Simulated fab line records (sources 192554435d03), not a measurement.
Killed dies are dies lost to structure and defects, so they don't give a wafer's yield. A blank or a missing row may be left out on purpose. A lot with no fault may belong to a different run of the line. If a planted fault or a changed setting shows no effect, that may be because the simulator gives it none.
fab line records    flow n5_finfet    part 2 of 2: steps 22 to 28 of 28
[record] lots = 5  wafers = 15  last_day = 17
route steps=1938 shown BEOL_M8@1348
lots that met no fault: from a run of the same line without faults
start_h: start of the lot's first displayed wafer, in hours after the record's first day    wait_h: time in hours since the lot's previous step    " identical to the entry in the row above    L1.1+2: several wafers, shown together as one row    - either no value or no given start    * or withheld: withheld    < > ~ a bound
route shown NAME@n: NAME is a module with steps in the file, n the number in the route of the first one    usual: mean and standard deviation over wafers with no fault    same: alike in all rows    chamber/n: place in a boat    sites: per-site readings    _std_site: their standard deviation    _edge_site: mean of outer sites minus mean of inner sites    radius_mm: how far each site lies from the wafer's centre    mask NAME#n: copy n    behind: the tool/chamber that last shaped the wafer    hold: what put the lot on hold/how long, in hours/how the hold closed    device: transistor that didn't switch, given as n, p or np    end of line: the tests these same wafers got at the end of their route    where a step has no rows: the recipe by itself    killed: at the first sort, the dies lost to defects and structure; wafer yield is something else    map: shows each die of a wafer: x if killed, . if not, _ if none is there
set.NAME: the setting the step ran with; set.NAME@STEP: the setting that earlier step ran with    model.NAME: the simulator's own value behind a step, which no gauge read
lots at some steps of the route; a table a step, a row a wafer
services: a tool's chamber out of use, with start hour (start_h, from the record's first day; less than 0 if before it), hours out, and reason
[[steps]]
[step N5_BEOL_M8_ETCH_72]
[recipe] chemistry = N2/H2  target = underlayer  target_depth_a = 65  mask_material = CAR-EUV  time_s = 5.2  ion_energy_ev = 200  pressure_mtorr = 30  source_w = 840  bias_w = 150  n2_flow_sccm = 200  h2_flow_sccm = 200  ends = cleared
[usual] drypump_motor_current_A = 5.8/0.34  etch_rf_on_time_s = 5.24/0.13  oes_product_au = 0.69/0.08  rf_vpp_V = 523.3/2.8  showerhead_plenum_p_Torr = 2.52/0.091  throttle_valve_pct = 17.89/0.26
lot.wafer  tool         chamber  start_h  wait_h  drypump_motor_current_A  etch_rf_on_time_s  oes_product_au  rf_hours_counter_h  rf_vpp_V  showerhead_plenum_p_Torr  throttle_valve_pct
L075.2     rie_diel-01  0        232.27   0.0     6.0                      5.50               0.59            216                 525.5     2.63                      18.30
L075.4     "            1        "        "       5.5                      5.18               0.74            -                   523.8     2.47                      17.95
L075.6     "            3        "        "       5.2                      5.23               0.60            -                   521.5     2.40                      17.92
L076.1     rie_diel-01  0        239.81   0.0     6.0                      5.53               0.57            219                 524.8     2.62                      18.30
L076.3     "            3        "        "       5.2                      5.29               0.59            231                 522.1     2.40                      17.90
L076.4     "            3        "        "       5.2                      5.28               0.60            -                   519.5     2.40                      17.88
L084.2     rie_diel-04  1        296.61   0.0     5.8                      5.47               0.69            68                  525.5     2.58                      17.42
L084.4     "            3        "        "       6.0                      5.08               0.61            222                 518.5     2.41                      17.75
L084.5     "            0        "        "       5.7                      5.31               0.67            -                   522.3     2.46                      18.10
L091.2     rie_diel-01  0        341.01   0.0     6.0                      5.40               0.85            0                   526.3     2.61                      17.88
L091.3     "            3        "        "       5.2                      5.36               0.79            10                  528.8     2.70                      17.58
L091.5     "            1        "        "       5.5                      5.27               0.68            -                   521.0     2.45                      18.02
L094.3     rie_diel-04  1        352.41   0.0     5.8                      5.39               0.68            86                  526.2     2.57                      17.46
L094.5     "            3        "        "       6.0                      5.04               0.59            -                   520.8     2.40                      17.76
L094.6     "            2        "        "       6.0                      5.02               0.72            -                   521.9     2.58                      18.01
[step N5_BEOL_M8_ETCH_65]
[recipe] chemistry = CF4  target = SiARC  target_depth_a = 156  mask_material = CAR-EUV  time_s = 26  ion_energy_ev = 80  pressure_mtorr = 40  source_w = 545  bias_w = 36  Ar_flow_sccm = 100  cf4_flow_sccm = 100  ends = cleared
[usual] cf4_flow_sccm = 99.99/0.29  drypump_motor_current_A = 5.8/0.35  etch_rf_on_time_s = 26.3/0.63  mfc_ar_sccm = 100.0/0.32  oes_product_au = 0.69/0.08  rf_vpp_V = 183.9/1.2  showerhead_plenum_p_Torr = 2.13/0.076  throttle_valve_pct = 15.62/0.21
lot.wafer  tool         chamber  start_h  wait_h  cf4_flow_sccm  drypump_motor_current_A  etch_rf_on_time_s  mfc_ar_sccm  oes_product_au  rf_hours_counter_h  rf_vpp_V  showerhead_plenum_p_Torr  throttle_valve_pct
L075.2     rie_diel-01  0        232.28   0.0     99.80          6.0                      27.8               99.7         0.58            216                 184.4     2.21                      16.05
L075.4     "            1        "        "       100.55         5.5                      26.0               100.0        0.75            -                   182.1     2.10                      15.72
L075.6     "            3        "        "       99.73          5.2                      26.6               99.9         0.60            -                   181.7     2.05                      15.83
L076.1     rie_diel-01  0        239.83   0.0     99.83          6.0                      27.7               100.0        0.58            219                 184.9     2.21                      16.06
L076.3     "            3        "        "       100.18         5.2                      26.6               100.8        0.59            231                 182.2     2.05                      15.83
L076.4     "            3        "        "       100.13         5.2                      26.6               100.7        0.59            -                   182.0     2.05                      15.83
L084.2     rie_diel-04  1        296.63   0.0     100.06         5.8                      27.6               100.2        0.69            68                  184.6     2.17                      15.30
L084.4     "            3        "        "       100.19         6.0                      26.0               100.1        0.59            222                 182.6     2.02                      15.44
L084.5     "            0        "        "       100.08         5.8                      26.6               99.6         0.67            -                   182.7     2.06                      15.70
L091.2     rie_diel-01  0        341.03   0.0     99.92          6.0                      26.6               100.1        0.86            0                   184.5     2.19                      15.61
L091.3     "            3        "        "       100.75         5.2                      25.8               99.7         0.81            10                  186.0     2.29                      15.41
L091.5     "            1        "        "       99.83          5.5                      26.0               100.2        0.70            -                   183.7     2.08                      15.83
L094.3     rie_diel-04  1        352.43   0.0     99.85          5.8                      27.1               100.0        0.68            86                  184.8     2.16                      15.34
L094.5     "            3        "        "       99.57          6.0                      25.6               100.1        0.59            -                   183.9     2.02                      15.50
L094.6     "            2        "        "       99.93          6.0                      25.2               100.4        0.72            -                   184.0     2.17                      15.64
[step N5_BEOL_M8_ETCH_66]
[recipe] chemistry = N2/H2  target = SOC  target_depth_a = 800  overetch_a = 160  mask_material = SiARC  temp_c = 40  time_s = 120  ion_energy_ev = 200  pressure_mtorr = 30  source_w = 840  bias_w = 150  n2_flow_sccm = 200  h2_flow_sccm = 200
[usual] drypump_motor_current_A = 5.8/0.34  oes_product_au = 0.62/0.07  rf_vpp_V = 523.4/2.6  showerhead_plenum_p_Torr = 2.52/0.091  throttle_valve_pct = 17.85/0.26
lot.wafer  tool         chamber  start_h  wait_h  drypump_motor_current_A  oes_product_au  rf_hours_counter_h  rf_vpp_V  showerhead_plenum_p_Torr  throttle_valve_pct
L075.2     rie_diel-01  0        232.31   0.0     6.0                      0.54            216                 525.8     2.63                      18.28
L075.4     "            1        "        "       5.5                      0.68            -                   523.0     2.47                      17.90
L075.6     "            3        "        "       5.2                      0.54            -                   518.8     2.40                      17.88
L076.1     rie_diel-01  0        239.85   0.0     6.0                      0.54            219                 524.9     2.62                      18.28
L076.3     "            3        "        "       5.2                      0.54            231                 519.3     2.40                      17.88
L076.4     "            3        "        "       5.2                      0.54            -                   520.9     2.40                      17.89
L084.2     rie_diel-04  1        296.66   0.0     5.8                      0.64            68                  524.7     2.58                      17.40
L084.4     "            3        "        "       6.0                      0.53            222                 521.4     2.41                      17.72
L084.5     "            0        "        "       5.8                      0.60            -                   521.0     2.46                      18.04
L091.2     rie_diel-01  0        341.06   0.0     6.0                      0.77            0                   524.7     2.61                      17.86
L091.3     "            3        "        "       5.2                      0.72            10                  530.5     2.70                      17.53
L091.5     "            1        "        "       5.5                      0.63            -                   521.3     2.45                      17.97
L094.3     rie_diel-04  1        352.46   0.0     5.8                      0.62            86                  526.3     2.57                      17.42
L094.5     "            3        "        "       5.9                      0.52            -                   520.6     2.40                      17.75
L094.6     "            2        "        "       6.0                      0.63            -                   524.8     2.58                      17.95
[step N5_BEOL_M8_STRIP_69]
[recipe] chemistry = N2/H2  temp_c = 40  n2_flow_sccm = 200  h2_flow_sccm = 200  rf_frequency_hz = 6e+07
lot.wafer   tool         chamber  start_h  wait_h
L075.2+4+6  rie_diel-01  0,1,3    232.39   0.0
L076.1+3+4  rie_diel-01  0,3,3    239.94   0.0
L084.2+4+5  rie_diel-04  1,3,0    296.74   0.0
L091.2+3+5  rie_diel-01  0,3,1    341.14   0.0
L094.3+5+6  rie_diel-04  1,3,2    352.54   0.0
[step N5_BEOL_M8_STRIP_73]
[recipe] chemistry = N2/H2  temp_c = 40  n2_flow_sccm = 200  h2_flow_sccm = 200  rf_frequency_hz = 6e+07
lot.wafer   tool         chamber  start_h  wait_h
L075.2+4+6  rie_diel-01  0,1,3    232.40   0.0
L076.1+3+4  rie_diel-01  0,3,3    239.95   0.0
L084.2+4+5  rie_diel-04  1,3,0    296.75   0.0
L091.2+3+5  rie_diel-01  0,3,1    341.15   0.0
L094.3+5+6  rie_diel-04  1,3,2    352.55   0.0
[step N5_BEOL_M8_VIA_ETCH_34]
[recipe] chemistry = C4F6/O2  target = SiCOH_lowk  target_depth_a = 1255  mask_material = SOC  taper_deg = 4  time_s = 50.5  ion_energy_ev = 250  pressure_mtorr = 30  source_w = 345  bias_w = 185  Ar_flow_sccm = 300  C4F6_flow_sccm = 10  O2_flow_sccm = 10
[usual] drypump_motor_current_A = 5.8/0.34  mfc_ar_sccm = 300.0/0.97  oes_product_au = 0.81/0.093  rf_vpp_V = 667/12  showerhead_plenum_p_Torr = 2.82/0.099  throttle_valve_pct = 20.92/0.2
lot.wafer  tool         chamber  start_h  wait_h  drypump_motor_current_A  mfc_ar_sccm  oes_product_au  rf_hours_counter_h  rf_vpp_V  showerhead_plenum_p_Torr  throttle_valve_pct
L075.2     rie_diel-01  0        232.41   0.0     6.0                      300.3        0.69            216                 678       2.92                      21.26
L075.4     "            1        "        "       5.5                      297.5        0.89            -                   666       2.78                      21.01
L075.6     "            3        "        "       5.2                      300.8        0.70            -                   636       2.72                      21.07
L076.1     rie_diel-01  0        239.96   0.0     6.0                      298.4        0.68            219                 678       2.92                      21.25
L076.3     "            3        "        "       5.2                      300.5        0.70            231                 638       2.71                      21.05
L076.4     "            3        "        "       5.2                      301.4        0.70            -                   637       2.71                      21.08
L084.2     rie_diel-04  1        296.76   0.0     5.8                      299.2        0.81            68                  671       2.88                      20.58
L084.4     "            3        "        "       6.0                      299.9        0.70            222                 667       2.70                      20.71
L084.5     "            0        "        "       5.7                      300.8        0.79            -                   686       2.76                      21.07
L091.2     rie_diel-01  0        341.16   0.0     6.0                      299.4        1.00            0                   676       2.91                      20.90
L091.3     "            3        "        "       5.2                      301.5        0.93            10                  647       3.04                      20.78
L091.5     "            1        "        "       5.5                      300.3        0.81            -                   665       2.75                      21.07
L094.3     rie_diel-04  1        352.56   0.0     5.8                      299.4        0.80            86                  671       2.88                      20.58
L094.5     "            3        "        "       6.0                      299.1        0.68            -                   666       2.69                      20.73
L094.6     "            2        "        "       6.1                      301.1        0.84            -                   657       2.88                      20.96
[step N5_BEOL_M8_STRIP_76]
[recipe] chemistry = C4F6/O2  resist = SiARC  rf_frequency_hz = 6e+07
lot.wafer   tool         chamber  start_h  wait_h
L075.2+4+6  rie_diel-01  0,1,3    232.45   0.0
L076.1+3+4  rie_diel-01  0,3,3    240.00   0.0
L084.2+4+5  rie_diel-04  1,3,0    296.80   0.0
L091.2+3+5  rie_diel-01  0,3,1    341.20   0.0
L094.3+5+6  rie_diel-04  1,3,2    352.60   0.0
[[services]]
tool            chamber  start_h  hours  kind
euv_scanner-02  -        207.51   0.2    repair
rie_diel-04     1        212.79   3.3    repair
euv_scanner-01  -        222.26   1.0    pm
rie_diel-01     0        225.24   4.7    repair
rie_diel-01     2        230.49   -      clean
rie_diel-01     2        230.49   -      consumable_replace:focus_ring
rie_diel-01     2        230.49   26.0   scheduled_down
rie_diel-01     2        230.49   26.0   vent_cycle
rie_diel-05     -        234.04   0.4    repair
euv_scanner-02  -        236.21   1.0    pm
rie_metal-01    -        238.84   2.8    pm
euv_scanner-01  -        272.05   1.5    repair
euv_scanner-01  -        273.57   4.6    pm
euv_scanner-01  -        278.41   1.0    pm
rie_diel-05     3        279.85   1.7    repair
rie_diel-01     3        284.66   -      clean
rie_diel-01     3        284.66   -      consumable_replace:focus_ring
euv_scanner-02  -        292.36   1.0    pm
rie_metal-02    0        305.36   20.5   repair
euv_scanner-01  -        308.23   0.3    repair
rie_diel-05     3        328.32   4.4    repair
euv_scanner-01  -        334.56   1.0    pm
euv_scanner-02  -        348.51   1.0    pm
rie_metal-03    0        349.65   79.3   repair
